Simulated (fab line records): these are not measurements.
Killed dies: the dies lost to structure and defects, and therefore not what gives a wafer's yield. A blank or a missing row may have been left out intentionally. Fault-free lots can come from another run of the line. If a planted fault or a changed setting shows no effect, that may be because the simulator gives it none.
fab line records | flow nandHarc | part 1 of 2: steps 1 to 30 of 43
[record] lots = 5 | wafers = 15 | lastDay = 33
route steps=1302 shown A_DECK1_JOINT@541 A_ONON_D2@545 A_CHANNEL_HOLE_D2@570
lots untouched by any fault: they come from a run of this same line in which no faults occurred
startH: hours from the record's opening day to when the first of the lot's shown wafers began | waitH: hours elapsed since this lot's preceding step | " as in the row above | L1.1+2: several wafers, shown together as one row | - no value, or no start was given | * or withheld: withheld | < > ~ a bound
route shown NAME@n: names a module that has steps shown in the file, with the first one's number in the route | usual: mean/standard deviation taken from wafers without a fault | same: alike in all rows | chamber/n: place in a boat | sites: per-site readings | _std_site: standard deviation across them | _edge_site: inner sites' mean taken away from outer sites' mean | radiusMm: for every site, how far away it sits from the centre of the wafer | mask NAME#n: copy n | behind: tool/chamber where the wafer was last shaped | hold: what put the lot on hold/how long, in hours/how the hold closed | device: names the non-switching transistor (n, p or np) | end of line: tests run on the same wafers once the route is complete | step lacking rows: just its recipe | killed: dies that structure and defects cost at the first sort, which is not the same as the wafer's yield | map: the dies of a wafer, with x for killed, . for not killed, _ for no die there
set.NAME: the run value of the setting; set.NAME@STEP: its run value at that earlier step | model.NAME: the simulator's own value behind a step, which no gauge read
certain route steps with their lots: each step a table, each wafer a row
services: from which hour (startH, from the record's first day; less than 0 if before it) a tool's chamber was out of use, for how many hours, and why
[[steps]]
[step NHARC_A_DECK1_JOINT_SRD_15]
lot.wafer  | tool        | chamber | startH | waitH
L074.1+5+4 | wetBench-09 | 3,4,0   | 281.68 | 0.0
L083.3+1+6 | wetBench-04 | 5,1,2   | 354.36 | 0.0
L085.1+6+5 | wetBench-05 | 0,1,3   | 379.55 | 0.0
L084.3+1+5 | wetBench-04 | 5,6,7   | 379.56 | 0.0
L097.3+6+4 | wetBench-04 | 1,2,5   | 516.57 | 0.0
[step NHARC_A_DECK1_JOINT_DEP_16]
[recipe] targetThkA = 450 | tempC = 400 | pressureTorr = 6.5 | rfW = 900 | teosFlowSccm = 161.4 | flowSccm = 2650 | targetThkNm = 45 | gas = O2 | material = SiO2
[usual] chamberPressureTorr = 6.501/0.014 | heaterPowerOuterW = 306/56 | heaterPowerW = 561/68 | rfFwdPowerW = 896/3.4 | throttleValvePct = 15.7/0.54
lot.wafer | tool     | chamber | startH | waitH | chamberPressureTorr | heaterPowerOuterW | heaterPowerW | rfFwdPowerW | throttleValvePct
L074.1    | pecvd-01 | 2       | 281.77 | 0.1   | 6.510               | 264               | 547          | 897         | 15.9
L074.5    | "        | 2       | "      | "     | 6.519               | 271               | 562          | 898         | 15.9
L074.4    | "        | 1       | "      | "     | 6.471               | 324               | 562          | 901         | 15.4
L083.3    | pecvd-03 | 0       | 354.46 | 0.1   | 6.518               | 319               | 562          | 890         | 15.1
L083.1    | "        | 2       | "      | "     | 6.520               | 292               | 518          | 894         | 16.1
L083.6    | "        | 2       | "      | "     | 6.513               | 304               | 516          | 894         | 16.1
L085.1    | pecvd-04 | 1       | 379.64 | 0.1   | 6.495               | 188               | 390          | 896         | 15.7
L085.6    | "        | 1       | "      | "     | 6.503               | 185               | 390          | 897         | 15.9
L085.5    | "        | 2       | "      | "     | 6.488               | 242               | 488          | 897         | 16.2
L084.3    | pecvd-01 | 2       | 379.68 | 0.1   | 6.499               | 298               | 637          | 894         | 15.8
L084.1    | "        | 0       | "      | "     | 6.495               | 347               | 615          | 897         | 16.7
L084.5    | "        | 1       | "      | "     | 6.497               | 321               | 559          | 891         | 14.9
L097.3    | pecvd-04 | 2       | 516.72 | 0.1   | 6.517               | 325               | 598          | 895         | 15.8
L097.6    | "        | 0       | "      | "     | 6.500               | 226               | 465          | 891         | 15.1
L097.4    | "        | 1       | "      | "     | 6.517               | 247               | 481          | 897         | 15.4
[step NHARC_A_DECK1_JOINT_THK_MEAS_17]
[recipe] thkMeasGauge = ellipsometry
[usual] thkNm = 44.8/1.1
lot.wafer | tool         | chamber | startH | waitH | thkNm
L074.1    | filmMetro-02 | -       | 282.05 | 0.3   | 43.8
L074.4    | "            | -       | "      | "     | 44.6
L074.5    | "            | -       | "      | "     | 45.8
L083.1    | filmMetro-01 | -       | 354.74 | 0.2   | 44.6
L083.3    | "            | -       | "      | "     | 45.3
L083.6    | "            | -       | "      | "     | 44.5
L085.1    | filmMetro-01 | -       | 379.92 | 0.3   | 44.6
L085.5    | "            | -       | "      | "     | 44.2
L085.6    | "            | -       | "      | "     | 44.2
L084.1    | filmMetro-01 | -       | 379.93 | 0.2   | 42.7
L084.3    | "            | -       | "      | "     | 43.8
L084.5    | "            | -       | "      | "     | 42.5
L097.3    | filmMetro-02 | -       | 516.94 | 0.2   | 44.7
L097.4    | "            | -       | "      | "     | 46.0
L097.6    | "            | -       | "      | "     | 45.8
[step NHARC_A_DECK1_JOINT_INSPECT_05]
[usual] rawDefectCount = 331/110
lot.wafer | tool             | chamber | startH | waitH | rawDefectCount
L074.1    | defectInspect-02 | -       | 282.08 | 0.0   | 354
L074.4    | "                | -       | "      | "     | 337
L074.5    | "                | -       | "      | "     | 407
L083.1    | defectInspect-02 | -       | 354.77 | 0.0   | 305
L083.3    | "                | -       | "      | "     | 234
L083.6    | "                | -       | "      | "     | 301
L085.1    | defectInspect-02 | -       | 379.96 | 0.0   | 330
L085.5    | "                | -       | "      | "     | 427
L085.6    | "                | -       | "      | "     | 283
L084.1    | defectInspect-02 | -       | 379.97 | 0.0   | 189
L084.3    | "                | -       | "      | "     | 248
L084.5    | "                | -       | "      | "     | 286
L097.3    | defectInspect-01 | -       | 516.98 | 0.0   | 170
L097.4    | "                | -       | "      | "     | 262
L097.6    | "                | -       | "      | "     | 207
[step NHARC_A_ONON_D2_DEP_00]
[recipe] targetThkA = 10000 | n2FlowSccm = 2750 | n2oFlowSccm = 2000 | nh3FlowSccm = 500 | sih4FlowSccm = 210 | tempC = 400
lot.wafer  | tool         | chamber | startH | waitH
L074.1+4+5 | pecvdOnon-01 | 0       | 282.15 | 0.1
L083.1+3+6 | pecvdOnon-03 | 0       | 354.84 | 0.1
L085.1+5+6 | pecvdOnon-01 | 0       | 380.03 | 0.1
L084.1+3+5 | pecvdOnon-03 | 0       | 380.04 | 0.1
L097.3+4+6 | pecvdOnon-01 | 0       | 517.16 | 0.2
[step NHARC_A_ONON_D2_THK_MEAS_02]
[recipe] thkMeasGauge = ellipsometry
[usual] thkNm = 997/10
lot.wafer | tool         | chamber | startH | waitH | thkNm
L074.1    | filmMetro-01 | -       | 282.67 | -     | 1013
L074.4    | "            | -       | "      | "     | 1014
L074.5    | "            | -       | "      | "     | 1014
L083.1    | filmMetro-01 | -       | 355.35 | -     | 1019
L083.3    | "            | -       | "      | "     | 1020
L083.6    | "            | -       | "      | "     | 1021
L085.1    | filmMetro-01 | -       | 380.53 | -     | 996
L085.5    | "            | -       | "      | "     | 995
L085.6    | "            | -       | "      | "     | 996
L084.1    | filmMetro-01 | -       | 380.55 | -     | 988
L084.3    | "            | -       | "      | "     | 990
L084.5    | "            | -       | "      | "     | 989
L097.3    | filmMetro-02 | -       | 517.56 | -     | 993
L097.4    | "            | -       | "      | "     | 993
L097.6    | "            | -       | "      | "     | 994
[step NHARC_A_ONON_D2_DEP_03]
[recipe] targetThkA = 10000 | n2FlowSccm = 2750 | n2oFlowSccm = 2000 | nh3FlowSccm = 500 | sih4FlowSccm = 210 | tempC = 400
lot.wafer  | tool         | chamber | startH | waitH
L074.1+4+5 | pecvdOnon-02 | 0       | 282.72 | 0.1
L083.1+3+6 | pecvdOnon-01 | 0       | 355.40 | 0.1
L085.1+5+6 | pecvdOnon-02 | 0       | 380.59 | 0.1
L084.1+3+5 | pecvdOnon-01 | 0       | 380.60 | 0.1
L097.3+4+6 | pecvdOnon-02 | 0       | 517.73 | 0.2
[step NHARC_A_ONON_D2_THK_MEAS_05]
[recipe] thkMeasGauge = ellipsometry
[usual] thkNm = 1000/8.8
lot.wafer | tool         | chamber | startH | waitH | thkNm
L074.1    | filmMetro-02 | -       | 283.23 | -     | 995
L074.4    | "            | -       | "      | "     | 996
L074.5    | "            | -       | "      | "     | 997
L083.1    | filmMetro-02 | -       | 355.92 | -     | 986
L083.3    | "            | -       | "      | "     | 987
L083.6    | "            | -       | "      | "     | 986
L085.1    | filmMetro-01 | -       | 381.09 | -     | 1007
L085.5    | "            | -       | "      | "     | 1006
L085.6    | "            | -       | "      | "     | 1007
L084.1    | filmMetro-01 | -       | 381.12 | -     | 1003
L084.3    | "            | -       | "      | "     | 1005
L084.5    | "            | -       | "      | "     | 1001
L097.3    | filmMetro-02 | -       | 518.12 | -     | 984
L097.4    | "            | -       | "      | "     | 984
L097.6    | "            | -       | "      | "     | 986
[step NHARC_A_ONON_D2_DEP_06]
[recipe] targetThkA = 10000 | n2FlowSccm = 2750 | n2oFlowSccm = 2000 | nh3FlowSccm = 500 | sih4FlowSccm = 210 | tempC = 400
lot.wafer  | tool         | chamber | startH | waitH
L074.1+4+5 | pecvdOnon-01 | 0       | 283.29 | 0.1
L083.1+3+6 | pecvdOnon-03 | 0       | 355.97 | 0.1
L085.1+5+6 | pecvdOnon-03 | 0       | 381.15 | 0.1
L084.1+3+5 | pecvdOnon-02 | 0       | 381.18 | 0.1
L097.3+4+6 | pecvdOnon-03 | 0       | 518.29 | 0.2
[step NHARC_A_ONON_D2_THK_MEAS_08]
[recipe] thkMeasGauge = ellipsometry
[usual] thkNm = 1001/8.1
lot.wafer | tool         | chamber | startH | waitH | thkNm
L074.1    | filmMetro-02 | -       | 283.80 | -     | 1006
L074.4    | "            | -       | "      | "     | 1006
L074.5    | "            | -       | "      | "     | 1006
L083.1    | filmMetro-01 | -       | 356.48 | -     | 994
L083.3    | "            | -       | "      | "     | 993
L083.6    | "            | -       | "      | "     | 991
L085.1    | filmMetro-01 | -       | 381.66 | -     | 1002
L085.5    | "            | -       | "      | "     | 1002
L085.6    | "            | -       | "      | "     | 1003
L084.1    | filmMetro-01 | -       | 381.69 | -     | 997
L084.3    | "            | -       | "      | "     | 996
L084.5    | "            | -       | "      | "     | 995
L097.3    | filmMetro-02 | -       | 518.69 | -     | 992
L097.4    | "            | -       | "      | "     | 991
L097.6    | "            | -       | "      | "     | 993
[step NHARC_A_ONON_D2_DEP_09]
[recipe] targetThkA = 10000 | n2FlowSccm = 2750 | n2oFlowSccm = 2000 | nh3FlowSccm = 500 | sih4FlowSccm = 210 | tempC = 400
lot.wafer  | tool         | chamber | startH | waitH
L074.1+4+5 | pecvdOnon-02 | 0       | 283.85 | 0.1
L083.1+3+6 | pecvdOnon-01 | 0       | 356.54 | 0.1
L085.1+5+6 | pecvdOnon-01 | 0       | 381.72 | 0.1
L084.1+3+5 | pecvdOnon-03 | 0       | 381.75 | 0.1
L097.3+4+6 | pecvdOnon-01 | 0       | 518.86 | 0.2
[step NHARC_A_ONON_D2_THK_MEAS_11]
[recipe] thkMeasGauge = ellipsometry
[usual] thkNm = 999/8.4
lot.wafer | tool         | chamber | startH | waitH | thkNm
L074.1    | filmMetro-02 | -       | 284.37 | -     | 983
L074.4    | "            | -       | "      | "     | 982
L074.5    | "            | -       | "      | "     | 982
L083.1    | filmMetro-01 | -       | 357.05 | -     | 990
L083.3    | "            | -       | "      | "     | 990
L083.6    | "            | -       | "      | "     | 992
L085.1    | filmMetro-01 | -       | 382.23 | -     | 999
L085.5    | "            | -       | "      | "     | 996
L085.6    | "            | -       | "      | "     | 998
L084.1    | filmMetro-01 | -       | 382.26 | -     | 999
L084.3    | "            | -       | "      | "     | 1000
L084.5    | "            | -       | "      | "     | 1000
L097.3    | filmMetro-02 | -       | 519.26 | -     | 1009
L097.4    | "            | -       | "      | "     | 1008
L097.6    | "            | -       | "      | "     | 1009
[step NHARC_A_ONON_D2_DEP_12]
[recipe] targetThkA = 10000 | n2FlowSccm = 2750 | n2oFlowSccm = 2000 | nh3FlowSccm = 500 | sih4FlowSccm = 210 | tempC = 400
lot.wafer  | tool         | chamber | startH | waitH
L074.1+4+5 | pecvdOnon-01 | 0       | 284.42 | 0.1
L083.1+3+6 | pecvdOnon-01 | 0       | 357.10 | 0.1
L085.1+5+6 | pecvdOnon-02 | 0       | 382.29 | 0.1
L084.1+3+5 | pecvdOnon-01 | 0       | 382.31 | 0.1
L097.3+4+6 | pecvdOnon-03 | 0       | 519.43 | 0.2
[step NHARC_A_ONON_D2_THK_MEAS_14]
[recipe] thkMeasGauge = ellipsometry
[usual] thkNm = 1001/11
lot.wafer | tool         | chamber | startH | waitH | thkNm
L074.1    | filmMetro-02 | -       | 284.94 | -     | 997
L074.4    | "            | -       | "      | "     | 997
L074.5    | "            | -       | "      | "     | 998
L083.1    | filmMetro-01 | -       | 357.62 | -     | 1003
L083.3    | "            | -       | "      | "     | 1004
L083.6    | "            | -       | "      | "     | 1004
L085.1    | filmMetro-01 | -       | 382.80 | -     | 1016
L085.5    | "            | -       | "      | "     | 1015
L085.6    | "            | -       | "      | "     | 1015
L084.1    | filmMetro-01 | -       | 382.82 | -     | 1002
L084.3    | "            | -       | "      | "     | 1000
L084.5    | "            | -       | "      | "     | 1001
L097.3    | filmMetro-01 | -       | 519.82 | -     | 1002
L097.4    | "            | -       | "      | "     | 1004
L097.6    | "            | -       | "      | "     | 1002
[step NHARC_A_ONON_D2_ANNEAL_15]
[recipe] tempC = 750 | timeS = 3600
lot.wafer  | tool       | chamber | startH | waitH
L074.1+4+5 | furnace-03 | 0       | 290.76 | 5.8
L083.1+3+6 | furnace-03 | 0       | 364.86 | 7.2
L084.1+3+5 | furnace-02 | 0       | 386.48 | 3.7
L085.1+5+6 | furnace-02 | 0       | 386.48 | 3.7
L097.3+4+6 | furnace-06 | 0       | 523.21 | 3.4
[step NHARC_A_ONON_D2_DEP_16]
[recipe] targetThkA = 10000 | n2FlowSccm = 2750 | n2oFlowSccm = 2000 | nh3FlowSccm = 500 | sih4FlowSccm = 210 | tempC = 400
lot.wafer  | tool         | chamber | startH | waitH
L074.1+4+5 | pecvdOnon-01 | 0       | 294.58 | 0.4
L083.1+3+6 | pecvdOnon-01 | 0       | 368.66 | 0.4
L085.1+5+6 | pecvdOnon-01 | 0       | 390.35 | 0.4
L084.1+3+5 | pecvdOnon-03 | 0       | 390.35 | 0.4
L097.3+4+6 | pecvdOnon-01 | 0       | 527.12 | 0.5
[step NHARC_A_ONON_D2_THK_MEAS_18]
[recipe] thkMeasGauge = ellipsometry
[usual] thkNm = 997/12
lot.wafer | tool         | chamber | startH | waitH | thkNm
L074.1    | filmMetro-01 | -       | 295.08 | -     | 1017
L074.4    | "            | -       | "      | "     | 1017
L074.5    | "            | -       | "      | "     | 1016
L083.1    | filmMetro-01 | -       | 369.19 | -     | 980
L083.3    | "            | -       | "      | "     | 977
L083.6    | "            | -       | "      | "     | 980
L084.1    | filmMetro-02 | -       | 390.85 | -     | 993
L084.3    | "            | -       | "      | "     | 994
L084.5    | "            | -       | "      | "     | 992
L085.1    | filmMetro-01 | -       | 390.86 | -     | 1005
L085.5    | "            | -       | "      | "     | 1003
L085.6    | "            | -       | "      | "     | 1004
L097.3    | filmMetro-02 | -       | 527.51 | -     | 981
L097.4    | "            | -       | "      | "     | 983
L097.6    | "            | -       | "      | "     | 981
[step NHARC_A_ONON_D2_DEP_19]
[recipe] targetThkA = 10000 | n2FlowSccm = 2750 | n2oFlowSccm = 2000 | nh3FlowSccm = 500 | sih4FlowSccm = 210 | tempC = 400
lot.wafer  | tool         | chamber | startH | waitH
L074.1+4+5 | pecvdOnon-01 | 0       | 295.14 | 0.1
L083.1+3+6 | pecvdOnon-03 | 0       | 369.25 | 0.1
L084.1+3+5 | pecvdOnon-02 | 0       | 390.91 | 0.1
L085.1+5+6 | pecvdOnon-03 | 0       | 390.92 | 0.1
L097.3+4+6 | pecvdOnon-03 | 0       | 527.68 | 0.2
[step NHARC_A_ONON_D2_THK_MEAS_21]
[recipe] thkMeasGauge = ellipsometry
[usual] thkNm = 1000/9
lot.wafer | tool         | chamber | startH | waitH | thkNm
L074.1    | filmMetro-01 | -       | 295.65 | -     | 995
L074.4    | "            | -       | "      | "     | 993
L074.5    | "            | -       | "      | "     | 995
L083.1    | filmMetro-02 | -       | 369.76 | -     | 997
L083.3    | "            | -       | "      | "     | 998
L083.6    | "            | -       | "      | "     | 999
L084.1    | filmMetro-01 | -       | 391.42 | -     | 996
L084.3    | "            | -       | "      | "     | 997
L084.5    | "            | -       | "      | "     | 996
L085.1    | filmMetro-02 | -       | 391.43 | -     | 1000
L085.5    | "            | -       | "      | "     | 998
L085.6    | "            | -       | "      | "     | 1000
L097.3    | filmMetro-01 | -       | 528.08 | -     | 986
L097.4    | "            | -       | "      | "     | 986
L097.6    | "            | -       | "      | "     | 986
[step NHARC_A_ONON_D2_DEP_22]
[recipe] targetThkA = 10000 | n2FlowSccm = 2750 | n2oFlowSccm = 2000 | nh3FlowSccm = 500 | sih4FlowSccm = 210 | tempC = 400
lot.wafer  | tool         | chamber | startH | waitH
L074.1+4+5 | pecvdOnon-01 | 0       | 295.71 | 0.1
L083.1+3+6 | pecvdOnon-01 | 0       | 369.81 | 0.1
L084.1+3+5 | pecvdOnon-01 | 0       | 391.47 | 0.1
L085.1+5+6 | pecvdOnon-02 | 0       | 391.49 | 0.1
L097.3+4+6 | pecvdOnon-02 | 0       | 528.25 | 0.2
[step NHARC_A_ONON_D2_THK_MEAS_24]
[recipe] thkMeasGauge = ellipsometry
[usual] thkNm = 1002/12
lot.wafer | tool         | chamber | startH | waitH | thkNm
L074.1    | filmMetro-02 | -       | 296.21 | -     | 996
L074.4    | "            | -       | "      | "     | 995
L074.5    | "            | -       | "      | "     | 992
L083.1    | filmMetro-02 | -       | 370.32 | -     | 999
L083.3    | "            | -       | "      | "     | 995
L083.6    | "            | -       | "      | "     | 996
L084.1    | filmMetro-02 | -       | 391.98 | -     | 1003
L084.3    | "            | -       | "      | "     | 1003
L084.5    | "            | -       | "      | "     | 1002
L085.1    | filmMetro-01 | -       | 392.00 | -     | 1006
L085.5    | "            | -       | "      | "     | 1006
L085.6    | "            | -       | "      | "     | 1006
L097.3    | filmMetro-02 | -       | 528.64 | -     | 1009
L097.4    | "            | -       | "      | "     | 1011
L097.6    | "            | -       | "      | "     | 1011
[step NHARC_A_ONON_D2_DEP_25]
[recipe] targetThkA = 10000 | n2FlowSccm = 2750 | n2oFlowSccm = 2000 | nh3FlowSccm = 500 | sih4FlowSccm = 210 | tempC = 400
lot.wafer  | tool         | chamber | startH | waitH
L074.1+4+5 | pecvdOnon-02 | 0       | 296.27 | 0.1
L083.1+3+6 | pecvdOnon-03 | 0       | 370.38 | 0.1
L084.1+3+5 | pecvdOnon-03 | 0       | 392.03 | 0.1
L085.1+5+6 | pecvdOnon-01 | 0       | 392.06 | 0.1
L097.3+4+6 | pecvdOnon-01 | 0       | 528.81 | 0.2
[step NHARC_A_ONON_D2_THK_MEAS_27]
[recipe] thkMeasGauge = ellipsometry
[usual] thkNm = 1000/8.3
lot.wafer | tool         | chamber | startH | waitH | thkNm
L074.1    | filmMetro-01 | -       | 296.78 | -     | 988
L074.4    | "            | -       | "      | "     | 987
L074.5    | "            | -       | "      | "     | 987
L083.1    | filmMetro-02 | -       | 370.88 | -     | 1014
L083.3    | "            | -       | "      | "     | 1014
L083.6    | "            | -       | "      | "     | 1015
L084.1    | filmMetro-02 | -       | 392.54 | -     | 1004
L084.3    | "            | -       | "      | "     | 1007
L084.5    | "            | -       | "      | "     | 1005
L085.1    | filmMetro-02 | -       | 392.58 | -     | 1000
L085.5    | "            | -       | "      | "     | 999
L085.6    | "            | -       | "      | "     | 1000
L097.3    | filmMetro-01 | -       | 529.21 | -     | 998
L097.4    | "            | -       | "      | "     | 997
L097.6    | "            | -       | "      | "     | 998
[step NHARC_A_ONON_D2_DEP_28]
[recipe] targetThkA = 10000 | n2FlowSccm = 2750 | n2oFlowSccm = 2000 | nh3FlowSccm = 500 | sih4FlowSccm = 210 | tempC = 400
lot.wafer  | tool         | chamber | startH | waitH
L074.1+4+5 | pecvdOnon-03 | 0       | 296.83 | 0.1
L083.1+3+6 | pecvdOnon-01 | 0       | 370.94 | 0.1
L084.1+3+5 | pecvdOnon-02 | 0       | 392.60 | 0.1
L085.1+5+6 | pecvdOnon-03 | 0       | 392.64 | 0.1
L097.3+4+6 | pecvdOnon-03 | 0       | 529.38 | 0.2
[step NHARC_A_ONON_D2_THK_MEAS_30]
[recipe] thkMeasGauge = ellipsometry
[usual] thkNm = 1000/10
lot.wafer | tool         | chamber | startH | waitH | thkNm
L074.1    | filmMetro-02 | -       | 297.34 | -     | 992
L074.4    | "            | -       | "      | "     | 992
L074.5    | "            | -       | "      | "     | 992
L083.1    | filmMetro-01 | -       | 371.46 | -     | 1015
L083.3    | "            | -       | "      | "     | 1015
L083.6    | "            | -       | "      | "     | 1015
L084.1    | filmMetro-02 | -       | 393.11 | -     | 1011
L084.3    | "            | -       | "      | "     | 1014
L084.5    | "            | -       | "      | "     | 1014
L085.1    | filmMetro-01 | -       | 393.15 | -     | 997
L085.5    | "            | -       | "      | "     | 995
L085.6    | "            | -       | "      | "     | 994
L097.3    | filmMetro-01 | -       | 529.77 | -     | 975
L097.4    | "            | -       | "      | "     | 978
L097.6    | "            | -       | "      | "     | 975
[step NHARC_A_ONON_D2_DEP_33]
[recipe] targetThkA = 2000 | tempC = 400 | pressureTorr = 6.5 | rfW = 900 | teosFlowSccm = 161.4 | flowSccm = 2650 | targetThkNm = 200 | gas = O2 | material = SiO2
[usual] chamberPressureTorr = 6.499/0.015 | heaterPowerOuterW = 289/61 | heaterPowerW = 540/77 | rfFwdPowerW = 897.8/2.8 | throttleValvePct = 15.8/0.51
lot.wafer | tool     | chamber | startH | waitH | chamberPressureTorr | heaterPowerOuterW | heaterPowerW | rfFwdPowerW | throttleValvePct
L074.1    | pecvd-04 | 1       | 297.45 | 0.1   | 6.488               | 186               | 389          | 900.5       | 15.8
L074.5    | "        | 1       | "      | "     | 6.485               | 198               | 397          | 901.3       | 15.9
L074.4    | "        | 2       | "      | "     | 6.502               | 250               | 500          | 897.5       | 15.9
L083.1    | pecvd-02 | 0       | 371.52 | 0.1   | 6.485               | 366               | 600          | 895.9       | 15.5
L083.3    | "        | 2       | "      | "     | 6.536               | 351               | 608          | 898.3       | 16.3
L083.6    | "        | 1       | "      | "     | 6.517               | 323               | 546          | 897.9       | 16.4
L085.1    | pecvd-02 | 1       | 393.21 | 0.1   | 6.474               | 281               | 485          | 897.4       | 16.4
L085.6    | "        | 2       | "      | "     | 6.504               | 328               | 584          | 898.7       | 16.4
L085.5    | "        | 0       | "      | "     | 6.488               | 367               | 631          | 893.2       | 15.8
L084.1    | pecvd-04 | 0       | 393.21 | 0.1   | 6.501               | 267               | 538          | 889.9       | 15.1
L084.3    | "        | 1       | "      | "     | 6.502               | 156               | 343          | 893.3       | 16.1
L084.5    | "        | 0       | "      | "     | 6.484               | 156               | 409          | 895.0       | 14.9
L097.3    | pecvd-01 | 2       | 529.87 | 0.1   | 6.483               | 263               | 543          | 898.7       | 15.3
L097.4    | "        | 1       | "      | "     | 6.490               | 378               | 658          | 897.9       | 15.4
L097.6    | "        | 0       | "      | "     | 6.487               | 324               | 575          | 900.1       | 16.8
[step NHARC_A_ONON_D2_THK_MEAS_34]
[recipe] thkMeasGauge = ellipsometry
[usual] thkNm = 200.6/2.5
lot.wafer | tool         | chamber | startH | waitH | thkNm
L074.1    | filmMetro-01 | -       | 297.82 | -     | 197.2
L074.4    | "            | -       | "      | "     | 204.5
L074.5    | "            | -       | "      | "     | 198.8
L083.1    | filmMetro-02 | -       | 371.93 | -     | 201.1
L083.3    | "            | -       | "      | "     | 201.9
L083.6    | "            | -       | "      | "     | 205.3
L084.1    | filmMetro-02 | -       | 393.58 | -     | 199.1
L084.3    | "            | -       | "      | "     | 201.1
L084.5    | "            | -       | "      | "     | 203.1
L085.1    | filmMetro-01 | -       | 393.62 | -     | 198.3
L085.5    | "            | -       | "      | "     | 202.1
L085.6    | "            | -       | "      | "     | 201.7
L097.3    | filmMetro-01 | -       | 530.24 | -     | 197.4
L097.4    | "            | -       | "      | "     | 203.0
L097.6    | "            | -       | "      | "     | 204.8
[step NHARC_A_ONON_D2_INSPECT_32]
[usual] rawDefectCount = 409/130
lot.wafer | tool             | chamber | startH | waitH | rawDefectCount
L074.1    | defectInspect-01 | -       | 297.88 | 0.0   | 417
L074.4    | "                | -       | "      | "     | 363
L074.5    | "                | -       | "      | "     | 490
L083.1    | defectInspect-02 | -       | 372.02 | 0.0   | 387
L083.3    | "                | -       | "      | "     | 288
L083.6    | "                | -       | "      | "     | 362
L084.1    | defectInspect-02 | -       | 393.66 | 0.0   | 228
L084.3    | "                | -       | "      | "     | 284
L084.5    | "                | -       | "      | "     | 357
L085.1    | defectInspect-01 | -       | 393.68 | 0.0   | 383
L085.5    | "                | -       | "      | "     | 531
L085.6    | "                | -       | "      | "     | 339
L097.3    | defectInspect-01 | -       | 530.33 | 0.0   | 234
L097.4    | "                | -       | "      | "     | 341
L097.6    | "                | -       | "      | "     | 277
[step NHARC_A_CHANNEL_HOLE_D2_DEP_00]
[recipe] targetThkA = 31000 | tempC = 400 | material = aC
[usual] throttleValvePct = 35.001/0.0091
lot.wafer | tool      | chamber | startH | waitH | throttleValvePct
L074.1    | aclDep-01 | 0       | 302.51 | 4.6   | 34.998
L074.4    | "         | 0       | "      | "     | 35.011
L074.5    | "         | 0       | "      | "     | 34.989
L083.1    | aclDep-02 | 0       | 374.24 | 2.2   | 35.006
L083.3    | "         | 0       | "      | "     | 34.990
L083.6    | "         | 0       | "      | "     | 35.011
L084.1    | aclDep-02 | 0       | 394.71 | 1.1   | 34.990
L084.3    | "         | 0       | "      | "     | 35.003
L084.5    | "         | 0       | "      | "     | 35.002
L085.1    | aclDep-01 | 0       | 394.85 | 1.2   | 34.996
L085.5    | "         | 0       | 396.11 | 2.4   | 35.014
L085.6    | "         | 0       | "      | "     | 35.002
L097.3    | aclDep-03 | 0       | 534.54 | 4.2   | 35.006
L097.4    | "         | 0       | "      | "     | 34.994
L097.6    | "         | 0       | "      | "     | 35.015
[step NHARC_A_CHANNEL_HOLE_D2_DEP_01]
[recipe] targetThkA = 1400 | targetThkNm = 140 | tempC = 400 | pressureTorr = 3.5 | flowSccm = 200 | rfW = 350 | material = SiON
[usual] chamberPressureTorr = 3.499/0.0073 | heaterPowerOuterW = 432/56 | heaterPowerW = 720/62 | rfFwdPowerW = 348.4/1.1
lot.wafer | tool     | chamber | startH | waitH | chamberPressureTorr | heaterPowerOuterW | heaterPowerW | rfFwdPowerW
L074.1    | pecvd-04 | 0       | 304.44 | 1.6   | 3.490               | 330               | 622          | 347.0
L074.4    | "        | 0       | "      | "     | 3.493               | 330               | 649          | 348.1
L074.5    | "        | 2       | "      | "     | 3.489               | 392               | 683          | 348.0
L083.3    | pecvd-02 | 2       | 376.15 | 1.0   | 3.507               | 397               | 682          | 348.0
L083.1    | "        | 0       | "      | "     | 3.481               | 511               | 809          | 347.1
L083.6    | "        | 0       | "      | "     | 3.491               | 401               | 648          | 348.9
L084.1    | pecvd-03 | 0       | 396.64 | 1.6   | 3.489               | 464               | 778          | 348.1
L084.3    | "        | 1       | "      | "     | 3.500               | 404               | 698          | 349.8
L084.5    | "        | 2       | "      | "     | 3.509               | 514               | 815          | 349.4
L085.1    | pecvd-02 | 2       | 396.82 | 1.7   | 3.508               | 484               | 770          | 349.3
L085.5    | "        | 0       | "      | "     | 3.498               | 419               | 671          | 348.3
L085.6    | "        | 1       | "      | "     | 3.505               | 403               | 648          | 350.2
L097.3    | pecvd-04 | 2       | 535.92 | 1.1   | 3.508               | 449               | 752          | 348.6
L097.6    | "        | 0       | "      | "     | 3.505               | 361               | 646          | 346.2
L097.4    | "        | 1       | "      | "     | 3.502               | 378               | 680          | 349.0
